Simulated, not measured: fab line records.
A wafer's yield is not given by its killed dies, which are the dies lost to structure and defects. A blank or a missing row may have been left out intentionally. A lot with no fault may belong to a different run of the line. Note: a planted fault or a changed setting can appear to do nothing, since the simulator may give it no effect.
Lot-split experiment :: flow n5-finfet :: route with 1938 steps; 7 lots, 21 wafers read

== THE SPLIT ==
At N5_BEOL_M6_EXPOSE_08 (exposes mask M6), the setting dose-mj was moved away from the recipe's 68.25 on 10 of the 21 wafers read, by -5.8% to +6.6%. All remaining wafers had this setting at the recipe value.

== FROM THE SPLIT TO THE READING: what the file shows between them, 15 steps ==
- N5_BEOL_M6_PEB_09: peb time 60 s
- N5_BEOL_M6_DEVELOP_10: develop time 30 s
- N5_BEOL_M6_CD_MEAS_11: target cd 38.5 nm
- N5_BEOL_M6_DESCUM_16: chemistry O2, time 7.9 s
- N5_BEOL_M6_ETCH_61: etches SiARC in CF4, target depth 45.5 nm, time 75.8 s
- N5_BEOL_M6_ETCH_62: etches SOC in N2/H2, target depth 110 nm, overetch 22 nm, time 165 s
- N5_BEOL_M6_STRIP_68: strips in N2/H2
- N5_BEOL_M6_STRIP_67: strips in CF4
- N5_BEOL_M6_HM_OPEN_17: chemistry Cl2/BCl3, target TiN, target depth 20 nm, overetch 6 nm
- N5_BEOL_M6_STRIP_19: strips in O2
- N5_BEOL_M6_CD_MEAS_18: pitch 80 nm, target cd 40 nm
- N5_BEOL_M6_COAT_63: time 60 s, resist thk 60 nm
- N5_BEOL_M6_COAT_64: time 60 s, resist thk 12 nm
- N5_BEOL_M6_PRECLEAN_42: cleans in residue remover, time 60 s
- N5_BEOL_M6_SRD_43: time 30 s

== THE READING ==
cd-nm, in nm, at N5_BEOL_M6_CD_MEAS_35 (target cd 40 nm, target cd y 28 nm). Fault-free wafers of this fab line usually give 39.8 nm, standard deviation 0.53 nm.

wafer: L078.1
tool, chamber at the split: arfi-scanner-02, 0
dose-mj as run: 68.25
against the recipe: recipe
cd-nm, nm: 40.7
against lot-mates on the recipe: -

wafer: L078.2
tool, chamber at the split: arfi-scanner-02, 0
dose-mj as run: 68.25
against the recipe: recipe
cd-nm, nm: 40.3
against lot-mates on the recipe: -

wafer: L078.5
tool, chamber at the split: arfi-scanner-02, 0
dose-mj as run: 68.25
against the recipe: recipe
cd-nm, nm: 40.1
against lot-mates on the recipe: -

wafer: L081.1
tool, chamber at the split: arfi-scanner-02, 0
dose-mj as run: 72.69
against the recipe: +6.5%
cd-nm, nm: 42.4
against lot-mates on the recipe: +3.5

wafer: L081.2
tool, chamber at the split: arfi-scanner-02, 0
dose-mj as run: 72.69
against the recipe: +6.5%
cd-nm, nm: 42.9
against lot-mates on the recipe: +4.0

wafer: L081.4
tool, chamber at the split: arfi-scanner-02, 0
dose-mj as run: 68.25
against the recipe: recipe
cd-nm, nm: 38.9
against lot-mates on the recipe: -

wafer: L080.2
tool, chamber at the split: arfi-scanner-02, 0
dose-mj as run: 68.25
against the recipe: recipe
cd-nm, nm: 40.2
against lot-mates on the recipe: -

wafer: L080.3
tool, chamber at the split: arfi-scanner-02, 0
dose-mj as run: 68.25
against the recipe: recipe
cd-nm, nm: 39.9
against lot-mates on the recipe: -

wafer: L080.4
tool, chamber at the split: arfi-scanner-02, 0
dose-mj as run: 72.76
against the recipe: +6.6%
cd-nm, nm: 42.9
against lot-mates on the recipe: +2.9

wafer: L082.1
tool, chamber at the split: arfi-scanner-03, 0
dose-mj as run: 68.25
against the recipe: recipe
cd-nm, nm: 39.8
against lot-mates on the recipe: -

wafer: L082.2
tool, chamber at the split: arfi-scanner-03, 0
dose-mj as run: 68.25
against the recipe: recipe
cd-nm, nm: 39.4
against lot-mates on the recipe: -

wafer: L082.5
tool, chamber at the split: arfi-scanner-03, 0
dose-mj as run: 69.83
against the recipe: +2.3%
cd-nm, nm: 40.2
against lot-mates on the recipe: +0.6

wafer: L087.2
tool, chamber at the split: arfi-scanner-01, 0
dose-mj as run: 64.31
against the recipe: -5.8%
cd-nm, nm: 37.0
against lot-mates on the recipe: -2.7

wafer: L087.4
tool, chamber at the split: arfi-scanner-01, 0
dose-mj as run: 64.31
against the recipe: -5.8%
cd-nm, nm: 36.5
against lot-mates on the recipe: -3.2

wafer: L087.5
tool, chamber at the split: arfi-scanner-01, 0
dose-mj as run: 68.25
against the recipe: recipe
cd-nm, nm: 39.7
against lot-mates on the recipe: -

wafer: L089.2
tool, chamber at the split: arfi-scanner-02, 0
dose-mj as run: 68.25
against the recipe: recipe
cd-nm, nm: 39.4
against lot-mates on the recipe: -

wafer: L089.3
tool, chamber at the split: arfi-scanner-02, 0
dose-mj as run: 72.13
against the recipe: +5.7%
cd-nm, nm: 42.8
against lot-mates on the recipe: +3.3

wafer: L089.5
tool, chamber at the split: arfi-scanner-02, 0
dose-mj as run: 68.25
against the recipe: recipe
cd-nm, nm: 39.6
against lot-mates on the recipe: -

wafer: L094.1
tool, chamber at the split: arfi-scanner-03, 0
dose-mj as run: 66.35
against the recipe: -2.8%
cd-nm, nm: 38.4
against lot-mates on the recipe: no lot-mate on the recipe

wafer: L094.2
tool, chamber at the split: arfi-scanner-03, 0
dose-mj as run: 66.35
against the recipe: -2.8%
cd-nm, nm: 39.0
against lot-mates on the recipe: no lot-mate on the recipe

wafer: L094.6
tool, chamber at the split: arfi-scanner-03, 0
dose-mj as run: 66.35
against the recipe: -2.8%
cd-nm, nm: 38.5
against lot-mates on the recipe: no lot-mate on the recipe

FIT RESULTS
A straight line over all 21 wafers: cd-nm changes by +0.472 nm for each +1% of dose-mj; r = +0.97; the points scatter about the line by 0.45 nm.
The same after taking each lot's own level away (the mean of its wafers on the recipe; 18 wafers): +0.524 nm for each +1%; r = +0.99; scatter 0.32 nm.
On that fit, the largest move of dose-mj shifts the reading by 3.5 nm.
The lots' own levels span 38.90 to 40.37 nm, that is 2.8 times the standard deviation above.
The two slopes agree, so the slope changes little with the lot-to-lot level.
Check: for one of the wafers moved furthest among these (+6.6%), held out of the fit, the line's prediction against its lot-mates is +3.62 nm. It came out at +2.85 nm against them.

== THE WHOLE CHAIN: every reading that the file lists as answering this split, in the file's order ==
step: N5_BEOL_M6_CD_MEAS_11
what it does: target cd 38.5 nm
reading: cd-nm
change (the file's fit): +0.518 nm for each +1% of the setting
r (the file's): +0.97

step: N5_BEOL_M6_ETCH_61
what it does: etches SiARC in CF4, target depth 45.5 nm, time 75.8 s
reading: BEOL_M6.cd-offset-nm (the simulator's own value, which no gauge read)
change (the file's fit): +0.534 nm for each +1% of the setting
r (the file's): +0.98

step: N5_BEOL_M6_HM_OPEN_17
what it does: chemistry Cl2/BCl3, target TiN, target depth 20 nm, overetch 6 nm
reading: BEOL_M6.cd-offset-nm (the simulator's own value, which no gauge read)
change (the file's fit): +0.506 nm for each +1% of the setting
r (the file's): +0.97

step: N5_BEOL_M6_CD_MEAS_18
what it does: pitch 80 nm, target cd 40 nm
reading: cd-nm
change (the file's fit): +0.539 nm for each +1% of the setting
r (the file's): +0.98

step: N5_BEOL_M6_CD_MEAS_35
what it does: target cd 40 nm, target cd y 28 nm
reading: cd-nm
change (the file's fit): +0.516 nm for each +1% of the setting
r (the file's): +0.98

== THE FILE'S OWN FIT ==
cd-nm changes by +0.516 nm for each +1% of dose-mj, r = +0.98.
